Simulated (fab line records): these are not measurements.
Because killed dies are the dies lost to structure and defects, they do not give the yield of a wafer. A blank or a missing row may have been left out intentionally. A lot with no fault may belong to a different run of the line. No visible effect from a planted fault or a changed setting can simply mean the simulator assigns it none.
Chamber matching	flow n5_finfet	4 sister chambers for N5_BEOL_M13_VIA_ETCH_16 on rie_diel-06
The step etches SiOC in C4F8/O2/Ar, target depth 921.7 nm. 4 wafers are shown with their chamber, then 7 later ones without.

== WAFERS PAIRED WITH THEIR CHAMBERS ==
wafer	chamber	showerhead_plenum_p_Torr (Torr)
L087.6	3	3.61
L089.3	1	3.35
L089.4	0	3.38
L090.5	2	3.49

== WAFERS WHOSE CHAMBER IS MISSING ==
wafer	showerhead_plenum_p_Torr (Torr)
L090.6	3.38
L093.1	3.38
L093.4	3.60
L093.6	3.49
L096.1	3.34
L096.4	3.38
L096.6	3.34

== EACH ONE'S CHAMBER ==
wafer	from the rows above	in truth
L090.6	0	0
L093.1	0	0
L093.4	3	3
L093.6	2	2
L096.1	1	1
L096.4	0	0
L096.6	1	1
Correctly placed: 7 of 7. Left unplaced by these rows: 0. Wrongly placed: 0.
How it was worked out, from the rows above alone: a wafer's distance from a chamber is the root of the sum, over the readings, of the square of ((its reading less the chamber's mean) divided by the reading's scatter). The wafer belongs to the nearest chamber; if the next one is less than 2 further off, it can't be placed. Each chamber's mean is taken over the wafers shown for it. The scatter: with one shown wafer a chamber, the root of the mean of the squares of how far each hidden wafer lies from its nearest shown one.
